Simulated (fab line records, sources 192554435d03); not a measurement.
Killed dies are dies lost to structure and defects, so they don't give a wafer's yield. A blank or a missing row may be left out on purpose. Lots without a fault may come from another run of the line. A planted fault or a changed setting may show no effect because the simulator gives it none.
Chamber matching | flow n5_finfet | N5_GATE_CUT_HM_DEP_46 on pecvd-01: 3 sister chambers
The step deposits SiO2 from TEOS/O2, target thk 130 nm, time 26.6 s. 6 wafers are shown with their chamber, then 10 later ones without.

WAFERS WITH THEIR CHAMBER
wafer  | chamber | throttle_valve_pct (%) | showerhead_plenum_p_Torr (Torr)
L087.6 | 0       | 18.0                   | 8.30
L088.1 | 0       | 18.4                   | 8.31
L088.2 | 2       | 19.4                   | 8.34
L088.6 | 1       | 20.9                   | 8.26
L089.1 | 2       | 19.4                   | 8.33
L089.3 | 1       | 20.3                   | 8.25

WAFERS WITHOUT THEIR CHAMBER
wafer  | throttle_valve_pct (%) | showerhead_plenum_p_Torr (Torr)
L089.5 | 18.1                   | 8.32
L091.1 | 18.1                   | 8.33
L091.3 | 20.8                   | 8.25
L091.5 | 18.0                   | 8.34
L096.1 | 18.3                   | 8.31
L096.2 | 21.0                   | 8.25
L096.5 | 17.9                   | 8.32
L097.2 | 20.7                   | 8.22
L097.3 | 20.9                   | 8.23
L097.6 | 20.8                   | 8.24

WHICH CHAMBER EACH WENT THROUGH
wafer  | from the rows above     | in truth
L089.5 | 0                       | 0
L091.1 | can't be placed: 0 or 2 | 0
L091.3 | 1                       | 1
L091.5 | can't be placed: 2 or 0 | 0
L096.1 | 0                       | 0
L096.2 | 1                       | 1
L096.5 | 0                       | 0
L097.2 | 1                       | 1
L097.3 | 1                       | 1
L097.6 | 1                       | 1
Placed correctly: 8 of 10. Can't be placed from these rows: 2 (the true chamber is among the candidates in 2). Placed wrongly: 0.
How it was worked out, from the rows above alone: a wafer's distance from a chamber is the root of the sum, over the readings, of the square of ((its reading less the chamber's mean) divided by the reading's scatter). The wafer belongs to the nearest chamber; if the next one is less than 2 further off, it can't be placed. A chamber's mean is the mean of its shown wafers. The scatter: the root of (the sum of the squares of (reading less its chamber's mean) over the shown wafers, divided by (wafers less chambers)).
